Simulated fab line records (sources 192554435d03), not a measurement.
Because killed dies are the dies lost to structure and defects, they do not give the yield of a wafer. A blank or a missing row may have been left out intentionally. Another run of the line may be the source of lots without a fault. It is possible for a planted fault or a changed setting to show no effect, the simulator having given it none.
Which tool did it? || flow n5 finfet || 14 lots, 42 wafers sampled, at 6 steps of a route of 1938

== WHAT EACH GAUGE READ, for each wafer ==
N5_BEOL_M3_CD_MEAS_18: pitch 36 nm, target cd 18 nm. Usual: 17.91 nm for cd nm, sd 0.3.
{"lot": "L968", "measured": "day 8 05:23", "on": "cd sem-01", "cd nm (nm)": "17.67 17.62 18.16", "flag": ""}
{"lot": "L971", "measured": "day 8 09:39", "on": "cd sem-01", "cd nm (nm)": "17.98 18.19 18.20", "flag": ""}
{"lot": "L969", "measured": "day 8 17:58", "on": "cd sem-03", "cd nm (nm)": "18.31 18.04 18.12", "flag": ""}
{"lot": "L972", "measured": "day 8 20:32", "on": "cd sem-03", "cd nm (nm)": "18.16 17.59 18.26", "flag": ""}
{"lot": "L973", "measured": "day 9 04:25", "on": "cd sem-01", "cd nm (nm)": "17.80 17.65 18.15", "flag": ""}
{"lot": "L975", "measured": "day 9 13:54", "on": "cd sem-01", "cd nm (nm)": "18.12 18.32 17.83", "flag": ""}
{"lot": "L983", "measured": "day 11 14:47", "on": "cd sem-03", "cd nm (nm)": "- - -", "flag": "OFF"}
{"lot": "L984", "measured": "day 11 22:40", "on": "cd sem-01", "cd nm (nm)": "- - -", "flag": "OFF"}
{"lot": "L986", "measured": "day 12 15:07", "on": "cd sem-01", "cd nm (nm)": "17.93 17.26 17.48", "flag": ""}
{"lot": "L985", "measured": "day 12 15:20", "on": "cd sem-02", "cd nm (nm)": "17.74 17.85 17.60", "flag": ""}
{"lot": "L987", "measured": "day 12 16:35", "on": "cd sem-01", "cd nm (nm)": "18.08 18.32 18.26", "flag": ""}
{"lot": "L989", "measured": "day 12 23:36", "on": "cd sem-03", "cd nm (nm)": "17.86 18.03 18.19", "flag": ""}
{"lot": "L988", "measured": "day 13 05:25", "on": "cd sem-03", "cd nm (nm)": "17.87 18.23 17.63", "flag": ""}
{"lot": "L990", "measured": "day 13 06:16", "on": "cd sem-01", "cd nm (nm)": "17.50 17.20 17.80", "flag": ""}

N5_BEOL_M4_RC_MEAS_101. Usual: DIBL_N 36.6 mV/V, standard deviation 1.9; DIBL_P 36.7 mV/V, standard deviation 2.2; IOFF_N 0.16 nA/um, standard deviation 0.035; IOFF_P 0.22 nA/um, standard deviation 0.038; ION_N 672 uA/um, standard deviation 14; ION_P 462 uA/um, standard deviation 8.3; SS_N 71.6 mV/dec, standard deviation 0.65; SS_P 73.5 mV/dec, standard deviation 0.72; VT_N 250 mV, standard deviation 3.5; VT_P -250 mV, standard deviation 3.1.
{"lot": "L968", "measured": "day 9 10:38", "on": "prober-02", "DIBL_N (mV/V)": "37.8 42.0 34.8", "DIBL_P (mV/V)": "36.2 40.1 33.9", "IOFF_N (nA/um)": "0.15 0.27 0.13", "IOFF_P (nA/um)": "0.21 0.27 0.18", "ION_N (uA/um)": "666 682 680", "ION_P (uA/um)": "459 458 468", "SS_N (mV/dec)": "71.6 73.9 71.1", "SS_P (mV/dec)": "72.7 74.7 72.6", "VT_N (mV)": "250 245 252", "VT_P (mV)": "-249 -249 -251", "flag": ""}
{"lot": "L971", "measured": "day 9 15:41", "on": "prober-02", "DIBL_N (mV/V)": "36.5 34.4 33.4", "DIBL_P (mV/V)": "36.7 34.7 32.6", "IOFF_N (nA/um)": "0.15 0.12 0.11", "IOFF_P (nA/um)": "0.19 0.16 0.14", "ION_N (uA/um)": "653 667 650", "ION_P (uA/um)": "448 453 442", "SS_N (mV/dec)": "71.6 71.0 70.7", "SS_P (mV/dec)": "73.3 72.7 71.6", "VT_N (mV)": "254 254 257", "VT_P (mV)": "-258 -257 -257", "flag": ""}
{"lot": "L969", "measured": "day 10 02:23", "on": "prober-02", "DIBL_N (mV/V)": "37.3 33.2 34.2", "DIBL_P (mV/V)": "37.3 32.7 34.5", "IOFF_N (nA/um)": "0.16 0.11 0.13", "IOFF_P (nA/um)": "0.25 0.18 0.20", "ION_N (uA/um)": "690 685 676", "ION_P (uA/um)": "480 474 477", "SS_N (mV/dec)": "71.2 70.0 70.5", "SS_P (mV/dec)": "73.6 72.5 72.5", "VT_N (mV)": "248 253 251", "VT_P (mV)": "-247 -250 -249", "flag": ""}
{"lot": "L972", "measured": "day 10 06:55", "on": "prober-02", "DIBL_N (mV/V)": "35.6 37.4 34.8", "DIBL_P (mV/V)": "35.6 37.6 36.4", "IOFF_N (nA/um)": "0.12 0.16 0.13", "IOFF_P (nA/um)": "0.20 0.22 0.21", "ION_N (uA/um)": "653 651 661", "ION_P (uA/um)": "462 448 462", "SS_N (mV/dec)": "71.6 72.3 70.8", "SS_P (mV/dec)": "72.9 73.5 73.2", "VT_N (mV)": "255 252 253", "VT_P (mV)": "-250 -251 -248", "flag": ""}
{"lot": "L973", "measured": "day 10 10:27", "on": "prober-02", "DIBL_N (mV/V)": "35.9 37.2 36.9", "DIBL_P (mV/V)": "36.8 37.1 37.2", "IOFF_N (nA/um)": "0.17 0.17 0.16", "IOFF_P (nA/um)": "0.24 0.22 0.23", "ION_N (uA/um)": "691 664 670", "ION_P (uA/um)": "476 455 462", "SS_N (mV/dec)": "71.0 72.0 72.5", "SS_P (mV/dec)": "73.7 74.0 74.4", "VT_N (mV)": "249 251 252", "VT_P (mV)": "-249 -249 -249", "flag": ""}
{"lot": "L975", "measured": "day 10 22:46", "on": "prober-01", "DIBL_N (mV/V)": "36.2 36.9 35.3", "DIBL_P (mV/V)": "36.5 37.1 35.5", "IOFF_N (nA/um)": "0.14 0.16 0.13", "IOFF_P (nA/um)": "0.21 0.23 0.20", "ION_N (uA/um)": "674 673 674", "ION_P (uA/um)": "459 467 465", "SS_N (mV/dec)": "71.4 71.7 71.0", "SS_P (mV/dec)": "73.3 74.2 73.5", "VT_N (mV)": "256 251 251", "VT_P (mV)": "-252 -245 -250", "flag": ""}
{"lot": "L986", "measured": "day 13 09:16", "on": "prober-02", "DIBL_N (mV/V)": "40.8 35.1 36.6", "DIBL_P (mV/V)": "42.0 35.6 36.8", "IOFF_N (nA/um)": "0.26 0.14 0.16", "IOFF_P (nA/um)": "0.32 0.21 0.21", "ION_N (uA/um)": "692 663 676", "ION_P (uA/um)": "467 457 462", "SS_N (mV/dec)": "72.9 71.1 71.7", "SS_P (mV/dec)": "74.4 73.1 73.4", "VT_N (mV)": "245 251 250", "VT_P (mV)": "-245 -249 -251", "flag": ""}
{"lot": "L985", "measured": "day 13 13:35", "on": "prober-02", "DIBL_N (mV/V)": "38.5 39.1 37.1", "DIBL_P (mV/V)": "37.6 38.6 36.5", "IOFF_N (nA/um)": "0.19 0.21 0.17", "IOFF_P (nA/um)": "0.21 0.23 0.20", "ION_N (uA/um)": "674 693 686", "ION_P (uA/um)": "453 471 466", "SS_N (mV/dec)": "72.4 72.5 71.5", "SS_P (mV/dec)": "74.1 74.6 73.9", "VT_N (mV)": "246 247 246", "VT_P (mV)": "-251 -252 -253", "flag": ""}
{"lot": "L987", "measured": "day 14 07:06", "on": "prober-01", "DIBL_N (mV/V)": "37.4 37.4 38.9", "DIBL_P (mV/V)": "38.4 38.9 38.7", "IOFF_N (nA/um)": "0.16 0.17 0.18", "IOFF_P (nA/um)": "0.22 0.25 0.24", "ION_N (uA/um)": "678 667 654", "ION_P (uA/um)": "468 455 452", "SS_N (mV/dec)": "71.0 71.4 72.4", "SS_P (mV/dec)": "74.4 73.9 74.9", "VT_N (mV)": "251 253 254", "VT_P (mV)": "-249 -247 -249", "flag": ""}
{"lot": "L989", "measured": "day 14 07:49", "on": "prober-02", "DIBL_N (mV/V)": "38.0 39.0 37.8", "DIBL_P (mV/V)": "37.2 39.1 36.6", "IOFF_N (nA/um)": "0.19 0.23 0.18", "IOFF_P (nA/um)": "0.26 0.31 0.25", "ION_N (uA/um)": "699 682 674", "ION_P (uA/um)": "472 467 463", "SS_N (mV/dec)": "71.8 71.8 72.4", "SS_P (mV/dec)": "73.5 74.1 73.6", "VT_N (mV)": "249 245 248", "VT_P (mV)": "-244 -244 -245", "flag": ""}
{"lot": "L988", "measured": "day 14 14:19", "on": "prober-02", "DIBL_N (mV/V)": "38.1 35.2 35.7", "DIBL_P (mV/V)": "37.1 34.2 34.4", "IOFF_N (nA/um)": "0.19 0.14 0.14", "IOFF_P (nA/um)": "0.25 0.19 0.21", "ION_N (uA/um)": "669 680 678", "ION_P (uA/um)": "458 466 474", "SS_N (mV/dec)": "71.4 71.2 71.6", "SS_P (mV/dec)": "73.8 72.6 73.6", "VT_N (mV)": "249 251 249", "VT_P (mV)": "-248 -250 -248", "flag": ""}
{"lot": "L990", "measured": "day 14 16:10", "on": "prober-01", "DIBL_N (mV/V)": "37.0 36.8 38.7", "DIBL_P (mV/V)": "38.4 38.0 39.6", "IOFF_N (nA/um)": "0.17 0.17 0.20", "IOFF_P (nA/um)": "0.22 0.24 0.26", "ION_N (uA/um)": "674 676 694", "ION_P (uA/um)": "467 459 470", "SS_N (mV/dec)": "71.4 72.2 72.2", "SS_P (mV/dec)": "73.3 74.1 73.6", "VT_N (mV)": "251 248 249", "VT_P (mV)": "-250 -248 -248", "flag": ""}

== WHICH TOOL RAN EACH LOT (tool, then ch and the chambers of the sampled wafers, then the start) ==
{"lot": "L968", "N5_BEOL_M2_ANNEAL_93": "pvd sputter-01, day 8 02:44", "N5_BEOL_M2_SPUTTER_96": "pvd sputter-01, day 8 03:05", "N5_BEOL_M2_CMP_52": "cmp-02 ch 1,3, day 8 03:38", "N5_BEOL_M3_HM_OPEN_17": "rie metal-01 ch 0,1, day 8 05:11"}
{"lot": "L971", "N5_BEOL_M2_ANNEAL_93": "pvd sputter-03, day 8 06:32", "N5_BEOL_M2_SPUTTER_96": "pvd sputter-03, day 8 06:53", "N5_BEOL_M2_CMP_52": "cmp-03 ch 0,2,3, day 8 07:53", "N5_BEOL_M3_HM_OPEN_17": "rie metal-01 ch 0,1, day 8 09:28"}
{"lot": "L969", "N5_BEOL_M2_ANNEAL_93": "pvd sputter-01, day 8 15:21", "N5_BEOL_M2_SPUTTER_96": "pvd sputter-01, day 8 15:43", "N5_BEOL_M2_CMP_52": "cmp-04 ch 1,2, day 8 16:15", "N5_BEOL_M3_HM_OPEN_17": "rie metal-03 ch 0, day 8 17:47"}
{"lot": "L972", "N5_BEOL_M2_ANNEAL_93": "pvd sputter-03, day 8 15:42", "N5_BEOL_M2_SPUTTER_96": "pvd sputter-03, day 8 16:04", "N5_BEOL_M2_CMP_52": "cmp-04 ch 1,2,3, day 8 16:38", "N5_BEOL_M3_HM_OPEN_17": "rie metal-03 ch 0,1, day 8 20:14"}
{"lot": "L973", "N5_BEOL_M2_ANNEAL_93": "pvd sputter-03, day 9 00:58", "N5_BEOL_M2_SPUTTER_96": "pvd sputter-03, day 9 01:19", "N5_BEOL_M2_CMP_52": "cmp-02 ch 1,2,3, day 9 01:54", "N5_BEOL_M3_HM_OPEN_17": "rie metal-01 ch 0,1, day 9 04:14"}
{"lot": "L975", "N5_BEOL_M2_ANNEAL_93": "pvd sputter-03, day 9 09:40", "N5_BEOL_M2_SPUTTER_96": "pvd sputter-03, day 9 10:01", "N5_BEOL_M2_CMP_52": "cmp-02 ch 1,2,3, day 9 10:44", "N5_BEOL_M3_HM_OPEN_17": "rie metal-02 ch 0,1, day 9 13:44"}
{"lot": "L983", "N5_BEOL_M2_ANNEAL_93": "pvd sputter-02, day 11 10:52", "N5_BEOL_M2_SPUTTER_96": "pvd sputter-02, day 11 11:13", "N5_BEOL_M2_CMP_52": "cmp-02 ch 0,1,3, day 11 11:47", "N5_BEOL_M3_HM_OPEN_17": "rie metal-03 ch 0,1, day 11 14:38"}
{"lot": "L984", "N5_BEOL_M2_ANNEAL_93": "pvd sputter-03, day 11 19:21", "N5_BEOL_M2_SPUTTER_96": "pvd sputter-03, day 11 19:43", "N5_BEOL_M2_CMP_52": "cmp-03 ch 0,1,2, day 11 20:14", "N5_BEOL_M3_HM_OPEN_17": "rie metal-03 ch 0,1, day 11 22:28"}
{"lot": "L986", "N5_BEOL_M2_ANNEAL_93": "pvd sputter-03, day 12 10:19", "N5_BEOL_M2_SPUTTER_96": "pvd sputter-03, day 12 10:40", "N5_BEOL_M2_CMP_52": "cmp-02 ch 0,2,3, day 12 11:10", "N5_BEOL_M3_HM_OPEN_17": "rie metal-01 ch 0,1, day 12 14:58"}
{"lot": "L985", "N5_BEOL_M2_ANNEAL_93": "pvd sputter-02, day 12 11:44", "N5_BEOL_M2_SPUTTER_96": "pvd sputter-02, day 12 12:06", "N5_BEOL_M2_CMP_52": "cmp-02 ch 0,1,2, day 12 12:40", "N5_BEOL_M3_HM_OPEN_17": "rie metal-01 ch 0,1, day 12 15:09"}
{"lot": "L987", "N5_BEOL_M2_ANNEAL_93": "pvd sputter-03, day 12 13:02", "N5_BEOL_M2_SPUTTER_96": "pvd sputter-03, day 12 13:23", "N5_BEOL_M2_CMP_52": "cmp-04 ch 0,1, day 12 14:05", "N5_BEOL_M3_HM_OPEN_17": "rie metal-02 ch 0,1, day 12 16:25"}
{"lot": "L989", "N5_BEOL_M2_ANNEAL_93": "pvd sputter-01, day 12 18:11", "N5_BEOL_M2_SPUTTER_96": "pvd sputter-01, day 12 18:32", "N5_BEOL_M2_CMP_52": "cmp-04 ch 0,3, day 12 19:02", "N5_BEOL_M3_HM_OPEN_17": "rie metal-02 ch 0,1, day 12 22:43"}
{"lot": "L988", "N5_BEOL_M2_ANNEAL_93": "pvd sputter-01, day 12 22:55", "N5_BEOL_M2_SPUTTER_96": "pvd sputter-01, day 12 23:17", "N5_BEOL_M2_CMP_52": "cmp-03 ch 0,1, day 12 23:53", "N5_BEOL_M3_HM_OPEN_17": "rie metal-03 ch 0,1, day 13 05:11"}
{"lot": "L990", "N5_BEOL_M2_ANNEAL_93": "pvd sputter-01, day 13 02:10", "N5_BEOL_M2_SPUTTER_96": "pvd sputter-01, day 13 02:31", "N5_BEOL_M2_CMP_52": "cmp-03 ch 0,1,3, day 13 03:03", "N5_BEOL_M3_HM_OPEN_17": "rie metal-02 ch 0,1, day 13 06:02"}
- N5_BEOL_M2_ANNEAL_93: time 240 s.
- N5_BEOL_M2_SPUTTER_96: material Cu, target thk 4.5 nm, time 8.29 s.
- N5_BEOL_M2_CMP_52: polishes, stops on SiOC, t overpolish 6.8 s, target thk 40 nm.
- N5_BEOL_M3_HM_OPEN_17: chemistry Cl2/BCl3, target TiN, target depth 20 nm, overetch 6 nm.

== WHAT THE TOOLS THEMSELVES READ (means of the sampled wafers that have a number; where no wafer has one, the mark that the record gives instead) ==
N5_BEOL_M2_ANNEAL_93. Usual: heater power w 839 W, standard deviation 83; susceptor temp C 400.04 C, standard deviation 0.22.
{"lot": "L968", "tool": "pvd sputter-01", "heater power w (W)": 869, "susceptor temp C (C)": 400.23, "flag": ""}
{"lot": "L971", "tool": "pvd sputter-03", "heater power w (W)": 865, "susceptor temp C (C)": 400.02, "flag": ""}
{"lot": "L969", "tool": "pvd sputter-01", "heater power w (W)": 762, "susceptor temp C (C)": 399.85, "flag": ""}
{"lot": "L972", "tool": "pvd sputter-03", "heater power w (W)": 866, "susceptor temp C (C)": 399.98, "flag": ""}
{"lot": "L973", "tool": "pvd sputter-03", "heater power w (W)": 810, "susceptor temp C (C)": 400.19, "flag": ""}
{"lot": "L975", "tool": "pvd sputter-03", "heater power w (W)": 870, "susceptor temp C (C)": 400.14, "flag": ""}
{"lot": "L983", "tool": "pvd sputter-02", "heater power w (W)": 834, "susceptor temp C (C)": 400.04, "flag": ""}
{"lot": "L984", "tool": "pvd sputter-03", "heater power w (W)": 885, "susceptor temp C (C)": 399.90, "flag": ""}
{"lot": "L986", "tool": "pvd sputter-03", "heater power w (W)": 933, "susceptor temp C (C)": 400.11, "flag": ""}
{"lot": "L985", "tool": "pvd sputter-02", "heater power w (W)": 866, "susceptor temp C (C)": 400.22, "flag": ""}
{"lot": "L987", "tool": "pvd sputter-03", "heater power w (W)": 839, "susceptor temp C (C)": 400.04, "flag": ""}
{"lot": "L989", "tool": "pvd sputter-01", "heater power w (W)": 862, "susceptor temp C (C)": 399.87, "flag": ""}
{"lot": "L988", "tool": "pvd sputter-01", "heater power w (W)": 792, "susceptor temp C (C)": 400.03, "flag": ""}
{"lot": "L990", "tool": "pvd sputter-01", "heater power w (W)": 790, "susceptor temp C (C)": 399.94, "flag": ""}

N5_BEOL_M2_SPUTTER_96. Usual: susceptor temp C -20.02 C, standard deviation 0.1; throttle valve pct 30.2 %, standard deviation 0.99.
{"lot": "L968", "tool": "pvd sputter-01", "susceptor temp C (C)": -20.07, "throttle valve pct (%)": 29.8, "flag": ""}
{"lot": "L971", "tool": "pvd sputter-03", "susceptor temp C (C)": -20.05, "throttle valve pct (%)": 30.3, "flag": ""}
{"lot": "L969", "tool": "pvd sputter-01", "susceptor temp C (C)": -19.97, "throttle valve pct (%)": 29.5, "flag": ""}
{"lot": "L972", "tool": "pvd sputter-03", "susceptor temp C (C)": -20.04, "throttle valve pct (%)": 30.4, "flag": ""}
{"lot": "L973", "tool": "pvd sputter-03", "susceptor temp C (C)": -20.05, "throttle valve pct (%)": 30.9, "flag": ""}
{"lot": "L975", "tool": "pvd sputter-03", "susceptor temp C (C)": -19.96, "throttle valve pct (%)": 30.3, "flag": ""}
{"lot": "L983", "tool": "pvd sputter-02", "susceptor temp C (C)": -20.03, "throttle valve pct (%)": 30.4, "flag": ""}
{"lot": "L984", "tool": "pvd sputter-03", "susceptor temp C (C)": -19.97, "throttle valve pct (%)": 30.6, "flag": ""}
{"lot": "L986", "tool": "pvd sputter-03", "susceptor temp C (C)": -19.96, "throttle valve pct (%)": 30.1, "flag": ""}
{"lot": "L985", "tool": "pvd sputter-02", "susceptor temp C (C)": -20.05, "throttle valve pct (%)": 29.7, "flag": ""}
{"lot": "L987", "tool": "pvd sputter-03", "susceptor temp C (C)": -20.07, "throttle valve pct (%)": 30.9, "flag": ""}
{"lot": "L989", "tool": "pvd sputter-01", "susceptor temp C (C)": -20.10, "throttle valve pct (%)": 29.1, "flag": ""}
{"lot": "L988", "tool": "pvd sputter-01", "susceptor temp C (C)": -20.14, "throttle valve pct (%)": 29.6, "flag": ""}
{"lot": "L990", "tool": "pvd sputter-01", "susceptor temp C (C)": -20.04, "throttle valve pct (%)": 29.5, "flag": ""}

N5_BEOL_M2_CMP_52. Usual: barrier field endpoint s 24.9 s, standard deviation 0.58; clearing platen down force psi 1.5004 psi, standard deviation 0.003; motor current A 6.3 A, standard deviation 0.64; overpolish run s 6.800 s, standard deviation 0.0093; time to endpoint s 61.0 s, standard deviation 2.8.
{"lot": "L968", "tool": "cmp-02", "barrier field endpoint s (s)": 25.3, "clearing platen down force psi (psi)": 1.4971, "motor current A (A)": 7.1, "overpolish run s (s)": 6.798, "time to endpoint s (s)": 62.1, "flag": ""}
{"lot": "L971", "tool": "cmp-03", "barrier field endpoint s (s)": 24.8, "clearing platen down force psi (psi)": 1.5000, "motor current A (A)": 6.4, "overpolish run s (s)": 6.793, "time to endpoint s (s)": 64.0, "flag": ""}
{"lot": "L969", "tool": "cmp-04", "barrier field endpoint s (s)": 25.1, "clearing platen down force psi (psi)": 1.5010, "motor current A (A)": 6.5, "overpolish run s (s)": 6.801, "time to endpoint s (s)": 61.4, "flag": ""}
{"lot": "L972", "tool": "cmp-04", "barrier field endpoint s (s)": 24.9, "clearing platen down force psi (psi)": 1.4990, "motor current A (A)": 6.3, "overpolish run s (s)": 6.795, "time to endpoint s (s)": 61.2, "flag": ""}
{"lot": "L973", "tool": "cmp-02", "barrier field endpoint s (s)": 24.0, "clearing platen down force psi (psi)": 1.4981, "motor current A (A)": 6.3, "overpolish run s (s)": 6.798, "time to endpoint s (s)": 56.9, "flag": ""}
{"lot": "L975", "tool": "cmp-02", "barrier field endpoint s (s)": 24.8, "clearing platen down force psi (psi)": 1.5004, "motor current A (A)": 6.5, "overpolish run s (s)": 6.797, "time to endpoint s (s)": 62.9, "flag": ""}
{"lot": "L983", "tool": "cmp-02", "barrier field endpoint s (s)": 25.1, "clearing platen down force psi (psi)": 1.4997, "motor current A (A)": 6.7, "overpolish run s (s)": 6.797, "time to endpoint s (s)": 58.7, "flag": ""}
{"lot": "L984", "tool": "cmp-03", "barrier field endpoint s (s)": 24.2, "clearing platen down force psi (psi)": 1.5023, "motor current A (A)": 6.3, "overpolish run s (s)": 6.796, "time to endpoint s (s)": 60.9, "flag": ""}
{"lot": "L986", "tool": "cmp-02", "barrier field endpoint s (s)": 24.6, "clearing platen down force psi (psi)": 1.4973, "motor current A (A)": 6.5, "overpolish run s (s)": 6.797, "time to endpoint s (s)": 62.9, "flag": ""}
{"lot": "L985", "tool": "cmp-02", "barrier field endpoint s (s)": 24.9, "clearing platen down force psi (psi)": 1.5006, "motor current A (A)": 6.4, "overpolish run s (s)": 6.797, "time to endpoint s (s)": 59.7, "flag": ""}
{"lot": "L987", "tool": "cmp-04", "barrier field endpoint s (s)": 25.6, "clearing platen down force psi (psi)": 1.5009, "motor current A (A)": 5.6, "overpolish run s (s)": 6.811, "time to endpoint s (s)": 65.6, "flag": ""}
{"lot": "L989", "tool": "cmp-04", "barrier field endpoint s (s)": 25.1, "clearing platen down force psi (psi)": 1.5017, "motor current A (A)": 5.4, "overpolish run s (s)": 6.796, "time to endpoint s (s)": 60.9, "flag": ""}
{"lot": "L988", "tool": "cmp-03", "barrier field endpoint s (s)": 24.5, "clearing platen down force psi (psi)": 1.5042, "motor current A (A)": 6.4, "overpolish run s (s)": 6.805, "time to endpoint s (s)": 64.0, "flag": ""}
{"lot": "L990", "tool": "cmp-03", "barrier field endpoint s (s)": 25.7, "clearing platen down force psi (psi)": 1.4987, "motor current A (A)": 6.2, "overpolish run s (s)": 6.796, "time to endpoint s (s)": 61.2, "flag": ""}

N5_BEOL_M3_HM_OPEN_17. Usual: bcl3 flow sccm 21.75 sccm, standard deviation 0.071; bias w 126.0 W, standard deviation 0.38; drypump motor current A 5.5 A, standard deviation 0.42; oes product au 0.63 a.u., standard deviation 0.081; throttle valve pct 22.26 %, standard deviation 0.23.
{"lot": "L968", "tool": "rie metal-01", "bcl3 flow sccm (sccm)": 21.74, "bias w (W)": 126.0, "drypump motor current A (A)": 5.7, "oes product au (a.u.)": 0.65, "throttle valve pct (%)": 22.24, "flag": ""}
{"lot": "L971", "tool": "rie metal-01", "bcl3 flow sccm (sccm)": 21.83, "bias w (W)": 125.9, "drypump motor current A (A)": 5.9, "oes product au (a.u.)": 0.62, "throttle valve pct (%)": 22.08, "flag": ""}
{"lot": "L969", "tool": "rie metal-03", "bcl3 flow sccm (sccm)": 21.63, "bias w (W)": 126.0, "drypump motor current A (A)": 5.2, "oes product au (a.u.)": 0.59, "throttle valve pct (%)": 22.55, "flag": ""}
{"lot": "L972", "tool": "rie metal-03", "bcl3 flow sccm (sccm)": 21.74, "bias w (W)": 125.7, "drypump motor current A (A)": 5.2, "oes product au (a.u.)": 0.59, "throttle valve pct (%)": 22.37, "flag": ""}
{"lot": "L973", "tool": "rie metal-01", "bcl3 flow sccm (sccm)": 21.77, "bias w (W)": 126.3, "drypump motor current A (A)": 5.9, "oes product au (a.u.)": 0.62, "throttle valve pct (%)": 22.07, "flag": ""}
{"lot": "L975", "tool": "rie metal-02", "bcl3 flow sccm (sccm)": 21.76, "bias w (W)": 126.3, "drypump motor current A (A)": 5.8, "oes product au (a.u.)": 0.67, "throttle valve pct (%)": 22.33, "flag": ""}
{"lot": "L983", "tool": "rie metal-03", "bcl3 flow sccm (sccm)": "-", "bias w (W)": "-", "drypump motor current A (A)": "-", "oes product au (a.u.)": "-", "throttle valve pct (%)": "-", "flag": "OFF"}
{"lot": "L984", "tool": "rie metal-03", "bcl3 flow sccm (sccm)": "-", "bias w (W)": "-", "drypump motor current A (A)": "-", "oes product au (a.u.)": "-", "throttle valve pct (%)": "-", "flag": "OFF"}
{"lot": "L986", "tool": "rie metal-01", "bcl3 flow sccm (sccm)": 21.75, "bias w (W)": 126.3, "drypump motor current A (A)": 5.9, "oes product au (a.u.)": 0.59, "throttle valve pct (%)": 22.10, "flag": ""}
{"lot": "L985", "tool": "rie metal-01", "bcl3 flow sccm (sccm)": 21.65, "bias w (W)": 126.1, "drypump motor current A (A)": 5.9, "oes product au (a.u.)": 0.60, "throttle valve pct (%)": 22.09, "flag": ""}
{"lot": "L987", "tool": "rie metal-02", "bcl3 flow sccm (sccm)": 21.76, "bias w (W)": 125.8, "drypump motor current A (A)": 5.5, "oes product au (a.u.)": 0.81, "throttle valve pct (%)": 22.14, "flag": ""}
{"lot": "L989", "tool": "rie metal-02", "bcl3 flow sccm (sccm)": 21.72, "bias w (W)": 126.4, "drypump motor current A (A)": 5.5, "oes product au (a.u.)": 0.81, "throttle valve pct (%)": 22.14, "flag": ""}
{"lot": "L988", "tool": "rie metal-03", "bcl3 flow sccm (sccm)": 21.75, "bias w (W)": 126.1, "drypump motor current A (A)": 5.2, "oes product au (a.u.)": 0.57, "throttle valve pct (%)": 22.40, "flag": ""}
{"lot": "L990", "tool": "rie metal-02", "bcl3 flow sccm (sccm)": 21.67, "bias w (W)": 125.7, "drypump motor current A (A)": 5.5, "oes product au (a.u.)": 0.81, "throttle valve pct (%)": 22.13, "flag": ""}

== THE ANSWER, worked out from the rows above alone ==
Rule: take the mean of a lot's wafers that have a number; if it is more than 3 standard deviations from the usual mean, the lot is off. Also off: a lot with no number at a reading for which 4 or more lots have one. Where the step has rows for the other lots, those lots are counted as sound. First the gauges in route order, then the tools' own readings, where a lot's mean is used as printed above. The first step at which some lot is off is used, and at that step the reading that is off furthest; a lot without a number counts as furthest.
Off: L983, L984, at N5_BEOL_M3_CD_MEAS_18 (cd nm). Without a number there: L983, L984.
If a tool, at a process step before that reading, ran all the lots that are off and no sound lot after the first of them, it fits. Not tried: the gauges at N5_BEOL_M3_CD_MEAS_18; whatever is off there is also off at N5_BEOL_M3_HM_OPEN_17, on other tools, and gauge error can't account for it. None of those tried fits.

== WHAT THE SIMULATOR HAD PUT IN ==
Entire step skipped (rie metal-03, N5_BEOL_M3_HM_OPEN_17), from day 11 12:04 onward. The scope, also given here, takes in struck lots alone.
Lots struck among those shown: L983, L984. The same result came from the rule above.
